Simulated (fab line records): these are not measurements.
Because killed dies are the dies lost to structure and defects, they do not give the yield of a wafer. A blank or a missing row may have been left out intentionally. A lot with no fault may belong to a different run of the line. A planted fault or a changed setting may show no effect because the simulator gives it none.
Which tool was responsible? | flow n5-finfet | 66 wafers from 22 lots sampled at 4 of the route's 1938 steps

## WHAT EACH GAUGE READ, for each wafer
N5_FIN_SAQP_CD_MEAS_27: target cd 20 nm. Usual: cd-nm 20.27 nm, standard deviation 0.21.
lot  | measured    | on        | cd-nm (nm)        | flag
L074 | day 2 00:36 | cd-sem-03 | 19.99 20.34 20.42 |
L075 | day 2 06:18 | cd-sem-01 | 20.08 20.00 20.24 |
L076 | day 2 12:23 | cd-sem-03 | 20.50 20.20 19.99 |
L077 | day 2 18:16 | cd-sem-03 | 20.16 19.86 20.26 |
L078 | day 2 23:52 | cd-sem-01 | 20.43 20.20 20.27 |
L079 | day 3 05:42 | cd-sem-01 | 20.67 20.09 20.18 |
L080 | day 3 12:36 | cd-sem-03 | 20.45 20.05 20.10 |
L081 | day 3 18:37 | cd-sem-03 | 19.82 19.76 20.73 |
L082 | day 4 00:44 | cd-sem-01 | 20.25 20.40 20.52 |
L083 | day 4 06:48 | cd-sem-01 | 20.60 20.56 20.54 |
L084 | day 4 12:26 | cd-sem-01 | 19.92 20.46 20.15 |
L085 | day 4 19:52 | cd-sem-03 | 20.39 20.29 20.10 |
L087 | day 5 07:01 | cd-sem-01 | 20.33 20.22 20.15 |
L088 | day 5 15:58 | cd-sem-01 | 20.26 20.34 20.31 |
L089 | day 5 21:26 | cd-sem-03 | 20.17 20.38 20.13 |
L090 | day 6 01:44 | cd-sem-01 | 20.29 20.12 20.46 |
L091 | day 6 08:52 | cd-sem-03 | 20.20 20.39 20.36 |
L092 | day 6 15:26 | cd-sem-01 | 20.47 20.29 20.38 |
L094 | day 7 02:20 | cd-sem-03 | 20.14 20.05 19.99 |
L095 | day 7 07:57 | cd-sem-01 | 20.28 20.52 20.56 |
L096 | day 7 13:41 | cd-sem-03 | 20.67 20.18 20.50 |
L097 | day 7 18:36 | cd-sem-02 | 20.48 20.45 20.05 |

## WHAT TOOL EACH LOT RAN ON (gives the tool, then ch and the chambers of the sampled wafers, and finally the start)
lot  | N5_ZERO_LAYER_STRIP_24              | N5_WELL_APT_DESCUM_30             | N5_PMOS_HMC_CHANNEL_EPI_ETCH_32
L074 | plasma-asher-01 ch 0, day 1 13:36   | rie-diel-02 ch 1,2,3, day 1 15:32 | rie-diel-03 ch 0,2,3, day 1 17:57
L075 | plasma-asher-01 ch 0,1, day 1 18:53 | rie-diel-02 ch 0,2,3, day 1 21:14 | rie-diel-03 ch 0,3, day 1 23:40
L076 | plasma-asher-02 ch 0, day 2 01:08   | rie-diel-01 ch 1,3, day 2 03:01   | rie-diel-05 ch 0,1,3, day 2 05:25
L077 | plasma-asher-02 ch 0,1, day 2 07:03 | rie-diel-06 ch 2,3, day 2 08:56   | rie-diel-03 ch 0,3, day 2 11:01
L078 | plasma-asher-02 ch 0,1, day 2 13:02 | rie-diel-06 ch 0,1,3, day 2 14:57 | rie-diel-05 ch 0,1,3, day 2 17:29
L079 | plasma-asher-02 ch 0,1, day 2 19:02 | rie-diel-02 ch 0,1,2, day 2 21:11 | rie-diel-04 ch 0,2,3, day 2 23:15
L080 | plasma-asher-02 ch 0,1, day 3 01:02 | rie-diel-06 ch 0,1,3, day 3 03:04 | rie-diel-03 ch 1,2,3, day 3 05:25
L081 | plasma-asher-02 ch 0,1, day 3 07:33 | rie-diel-06 ch 1,2,3, day 3 09:43 | rie-diel-03 ch 0,2, day 3 12:03
L082 | plasma-asher-02 ch 0,1, day 3 12:53 | rie-diel-02 ch 0,2, day 3 15:47   | rie-diel-04 ch 0,2,3, day 3 18:28
L083 | plasma-asher-02 ch 0,1, day 3 19:02 | rie-diel-01 ch 0,1,3, day 3 21:02 | rie-diel-04 ch 0,2,3, day 3 23:31
L084 | plasma-asher-01 ch 0,1, day 4 01:02 | rie-diel-01 ch 0,3, day 4 03:02   | rie-diel-03 ch 1,2,3, day 4 05:50
L085 | plasma-asher-01 ch 0,1, day 4 07:20 | rie-diel-06 ch 0,2,3, day 4 09:12 | rie-diel-03 ch 2,3, day 4 11:26
L087 | plasma-asher-02 ch 0,1, day 4 19:01 | rie-diel-01 ch 0,2,3, day 4 21:06 | rie-diel-04 ch 1,2, day 4 23:23
L088 | plasma-asher-02 ch 0,1, day 5 01:01 | rie-diel-06 ch 0,2, day 5 04:23   | rie-diel-05 ch 0,3, day 5 06:31
L089 | plasma-asher-02 ch 0,1, day 5 07:07 | rie-diel-06 ch 0,1, day 5 10:36   | rie-diel-05 ch 0,1,2, day 5 12:59
L090 | plasma-asher-02 ch 0,1, day 5 13:19 | rie-diel-01 ch 1,2,3, day 5 15:26 | rie-diel-04 ch 0,1,2, day 5 17:40
L091 | plasma-asher-02 ch 0,1, day 5 18:55 | rie-diel-06 ch 1,2, day 5 22:35   | rie-diel-03 ch 1,2, day 6 01:50
L092 | plasma-asher-02 ch 0,1, day 6 01:56 | rie-diel-01 ch 0,1,2, day 6 05:59 | rie-diel-03 ch 0,2,3, day 6 08:23
L094 | plasma-asher-02 ch 0,1, day 6 13:52 | rie-diel-06 ch 0,1, day 6 16:09   | rie-diel-04 ch 0,3, day 6 19:22
L095 | plasma-asher-01 ch 0,1, day 6 19:24 | rie-diel-02 ch 1,3, day 6 22:06   | rie-diel-05 ch 0,2,3, day 7 00:19
L096 | plasma-asher-01 ch 0,1, day 7 00:53 | rie-diel-01 ch 0,2,3, day 7 02:50 | rie-diel-05 ch 0,3, day 7 05:30
L097 | plasma-asher-02 ch 0,1, day 7 06:56 | rie-diel-02 ch 0,1, day 7 09:10   | rie-diel-05 ch 0,1, day 7 11:34
- N5_ZERO_LAYER_STRIP_24: strips in O2.
- N5_WELL_APT_DESCUM_30: chemistry O2, time 7.9 s.
- N5_PMOS_HMC_CHANNEL_EPI_ETCH_32: etches BARC in N2/H2, stops on SiO2, target depth 85.8 nm, time 50.3 s.

## AS READ BY THE TOOLS THEMSELVES (means over the sampled wafers that have a number; for cases with no such wafer, the mark the record gives instead)
N5_ZERO_LAYER_STRIP_24. Usual: chamber-pressure-mTorr 999.9 mTorr, standard deviation 0.91; drypump-motor-current-A 6.0 A, standard deviation 0.54; heater-power-w 348 W, standard deviation 35; oes-product-au 0.647 a.u., standard deviation 0.0047; strip-time-to-endpoint-s 43.90 s, standard deviation 0.094.
lot  | tool            | chamber-pressure-mTorr (mTorr) | drypump-motor-current-A (A) | heater-power-w (W) | oes-product-au (a.u.) | strip-time-to-endpoint-s (s) | flag
L074 | plasma-asher-01 | 999.0                          | 5.9                         | 297                | 0.646                 | 43.88                        |
L075 | plasma-asher-01 | 1000.0                         | 5.6                         | 316                | 0.647                 | 43.90                        |
L076 | plasma-asher-02 | 999.8                          | 5.8                         | 382                | 0.647                 | 43.88                        |
L077 | plasma-asher-02 | 999.9                          | 6.1                         | 364                | 0.647                 | 43.98                        |
L078 | plasma-asher-02 | 1000.6                         | 6.1                         | 364                | 0.650                 | 43.98                        |
L079 | plasma-asher-02 | 999.5                          | 6.1                         | 370                | 0.655                 | 43.92                        |
L080 | plasma-asher-02 | 999.3                          | 6.1                         | 367                | 0.642                 | 43.81                        |
L081 | plasma-asher-02 | 999.9                          | 6.1                         | 362                | 0.645                 | 43.89                        |
L082 | plasma-asher-02 | 998.8                          | 6.1                         | 363                | 0.645                 | 43.77                        |
L083 | plasma-asher-02 | 1000.6                         | 6.4                         | 347                | 0.649                 | 43.86                        |
L084 | plasma-asher-01 | 998.9                          | 5.6                         | 322                | 0.646                 | 44.15                        |
L085 | plasma-asher-01 | 1000.7                         | 5.6                         | 320                | 0.652                 | 43.81                        |
L087 | plasma-asher-02 | 1000.2                         | 6.1                         | 358                | 0.644                 | 43.89                        |
L088 | plasma-asher-02 | 999.8                          | 6.1                         | 360                | 0.645                 | 43.79                        |
L089 | plasma-asher-02 | 1000.3                         | 6.3                         | 341                | 0.645                 | 43.97                        |
L090 | plasma-asher-02 | 1000.7                         | 6.3                         | 346                | 0.644                 | 43.86                        |
L091 | plasma-asher-02 | 999.6                          | 6.1                         | 367                | 0.646                 | 43.99                        |
L092 | plasma-asher-02 | 1000.9                         | 6.3                         | 341                | 0.651                 | 43.94                        |
L094 | plasma-asher-02 | 999.7                          | 6.3                         | 343                | 0.641                 | 43.90                        |
L095 | plasma-asher-01 | 999.6                          | 5.6                         | 325                | 0.653                 | 43.80                        |
L096 | plasma-asher-01 | 1000.0                         | 5.3                         | 354                | 0.646                 | 43.96                        |
L097 | plasma-asher-02 | 1000.9                         | 6.1                         | 363                | 0.649                 | 43.88                        |

N5_WELL_APT_DESCUM_30. Usual: chamber-pressure-mTorr 20.001 mTorr, standard deviation 0.027; drypump-motor-current-A 5.6 A, standard deviation 0.52; oes-product-au 0.76 a.u., standard deviation 0.084; rf-vpp-V 242.6 V, standard deviation 1.3; showerhead-plenum-p-Torr 2.05 Torr, standard deviation 0.055; throttle-valve-pct 20.45 %, standard deviation 0.25.
lot  | tool        | chamber-pressure-mTorr (mTorr) | drypump-motor-current-A (A) | oes-product-au (a.u.) | rf-vpp-V (V) | showerhead-plenum-p-Torr (Torr) | throttle-valve-pct (%) | flag
L074 | rie-diel-02 | 19.986                         | 5.8                         | 0.71                  | 242.2        | 1.99                            | 20.35                  |
L075 | rie-diel-02 | 20.012                         | 5.8                         | 0.73                  | 242.3        | 1.99                            | 20.34                  |
L076 | rie-diel-01 | 20.000                         | 6.5                         | 0.71                  | 242.5        | 2.08                            | 20.81                  |
L077 | rie-diel-06 | 19.988                         | 5.4                         | 0.88                  | 243.8        | 2.12                            | 20.49                  |
L078 | rie-diel-06 | 19.983                         | 5.2                         | 0.75                  | 242.6        | 2.06                            | 20.38                  |
L079 | rie-diel-02 | 20.010                         | 5.4                         | 0.72                  | 241.8        | 1.99                            | 20.51                  |
L080 | rie-diel-06 | 20.015                         | 5.2                         | 0.76                  | 242.0        | 2.06                            | 20.38                  |
L081 | rie-diel-06 | 20.015                         | 5.2                         | 0.83                  | 242.8        | 2.11                            | 20.34                  |
L082 | rie-diel-02 | 19.994                         | 5.5                         | 0.73                  | 241.5        | 2.00                            | 20.54                  |
L083 | rie-diel-01 | 20.007                         | 6.3                         | 0.74                  | 243.4        | 2.08                            | 20.62                  |
L084 | rie-diel-01 | 20.006                         | 6.0                         | 0.78                  | 243.8        | 2.09                            | 20.43                  |
L085 | rie-diel-06 | 20.002                         | 5.4                         | 0.77                  | 242.5        | 2.07                            | 20.56                  |
L087 | rie-diel-01 | 19.975                         | 5.7                         | 0.74                  | 243.9        | 2.08                            | 20.49                  |
L088 | rie-diel-06 | 20.003                         | 5.5                         | 0.78                  | 242.6        | 2.04                            | 20.70                  |
L089 | rie-diel-06 | 20.018                         | 5.1                         | 0.79                  | 242.1        | 2.08                            | 20.35                  |
L090 | rie-diel-01 | 20.006                         | 6.0                         | 0.69                  | 243.7        | 2.07                            | 20.70                  |
L091 | rie-diel-06 | 20.001                         | 5.1                         | 0.85                  | 244.3        | 2.12                            | 20.32                  |
L092 | rie-diel-01 | 20.015                         | 5.9                         | 0.73                  | 243.0        | 2.07                            | 20.49                  |
L094 | rie-diel-06 | 20.009                         | 5.3                         | 0.73                  | 242.2        | 2.02                            | 20.57                  |
L095 | rie-diel-02 | 20.004                         | 5.8                         | 0.68                  | 240.9        | 1.98                            | 20.30                  |
L096 | rie-diel-01 | 19.987                         | 5.7                         | 0.81                  | 243.4        | 2.08                            | 20.39                  |
L097 | rie-diel-02 | 20.007                         | 5.5                         | 0.69                  | 242.9        | 1.98                            | 20.47                  |

N5_PMOS_HMC_CHANNEL_EPI_ETCH_32. Usual: for chamber-pressure-mTorr, 30.00 mTorr with a standard deviation of 0.035; for drypump-motor-current-A, 5.5 A with a standard deviation of 0.42; for h2-flow-sccm, 200.0 sccm with a standard deviation of 0.52; for oes-product-au, 0.65 a.u. with a standard deviation of 0.059; for rf-vpp-V, 524.3 V with a standard deviation of 2; for showerhead-plenum-p-Torr, 2.55 Torr with a standard deviation of 0.064; for throttle-valve-pct, 17.90 % with a standard deviation of 0.14.
lot  | tool        | chamber-pressure-mTorr (mTorr) | drypump-motor-current-A (A) | h2-flow-sccm (sccm) | oes-product-au (a.u.) | rf-vpp-V (V) | showerhead-plenum-p-Torr (Torr) | throttle-valve-pct (%) | flag
L074 | rie-diel-03 | 30.04                          | 5.4                         | 200.3               | 0.70                  | 524.7        | 2.59                            | 17.82                  |
L075 | rie-diel-03 | 30.02                          | 5.5                         | 199.7               | 0.77                  | 523.5        | 2.55                            | 17.85                  |
L076 | rie-diel-05 | 29.98                          | 5.7                         | 200.2               | 0.66                  | 525.1        | 2.59                            | 17.97                  |
L077 | rie-diel-03 | 29.98                          | 5.5                         | 200.0               | 0.76                  | 524.4        | 2.55                            | 17.87                  |
L078 | rie-diel-05 | 30.00                          | 5.7                         | 200.1               | 0.66                  | 525.2        | 2.59                            | 17.98                  |
L079 | rie-diel-04 | 30.03                          | 5.9                         | 200.4               | 0.62                  | 521.3        | 2.49                            | 17.94                  |
L080 | rie-diel-03 | 29.99                          | 5.3                         | 199.9               | 0.65                  | 526.0        | 2.60                            | 17.83                  |
L081 | rie-diel-03 | 29.99                          | 5.4                         | 199.9               | 0.72                  | 524.3        | 2.53                            | 17.77                  |
L082 | rie-diel-04 | 30.01                          | 5.9                         | 199.9               | 0.62                  | 522.7        | 2.49                            | 17.96                  |
L083 | rie-diel-04 | 29.99                          | 5.9                         | 200.4               | 0.61                  | 521.9        | 2.49                            | 17.95                  |
L084 | rie-diel-03 | 29.99                          | 5.3                         | 199.7               | 0.64                  | 525.7        | 2.60                            | 17.84                  |
L085 | rie-diel-03 | 29.99                          | 5.4                         | 200.2               | 0.64                  | 526.9        | 2.64                            | 17.93                  |
L087 | rie-diel-04 | 30.00                          | 5.9                         | 199.8               | 0.66                  | 523.4        | 2.51                            | 18.07                  |
L088 | rie-diel-05 | 29.98                          | 5.8                         | 200.0               | 0.65                  | 524.3        | 2.58                            | 18.03                  |
L089 | rie-diel-05 | 30.02                          | 5.5                         | 200.2               | 0.64                  | 524.9        | 2.57                            | 17.88                  |
L090 | rie-diel-04 | 30.01                          | 6.1                         | 199.5               | 0.64                  | 523.3        | 2.50                            | 18.05                  |
L091 | rie-diel-03 | 30.01                          | 5.1                         | 199.6               | 0.63                  | 524.7        | 2.55                            | 17.78                  |
L092 | rie-diel-03 | 30.00                          | 5.4                         | 200.0               | 0.66                  | 525.3        | 2.58                            | 17.88                  |
L094 | rie-diel-04 | 30.01                          | 5.8                         | 200.5               | 0.62                  | 523.2        | 2.52                            | 18.00                  |
L095 | rie-diel-05 | 29.99                          | 5.6                         | 200.3               | 0.63                  | 525.2        | 2.57                            | 17.93                  |
L096 | rie-diel-05 | 29.99                          | 5.8                         | 199.7               | 0.63                  | 525.2        | 2.58                            | 18.06                  |
L097 | rie-diel-05 | 30.00                          | 5.7                         | 199.7               | 0.62                  | 525.9        | 2.60                            | 17.96                  |

## THE ANSWER, worked out from the rows above alone
Rule: a lot is off if the mean of its wafers that have a number lies more than 3 standard deviations from the usual mean. A lot without any number at a reading at which 4 lots or more have one is off too. All remaining lots with rows at the step are treated as sound. The gauges are gone through in route order, then the tools' own readings, and for those a lot's mean is taken as printed above. The first step at which some lot is off is used, and at that step the reading that is off furthest; a lot without a number counts as furthest.
No lot is off at any reading shown: from this, nothing can be told.

## WHAT WAS PUT IN BY THE SIMULATOR
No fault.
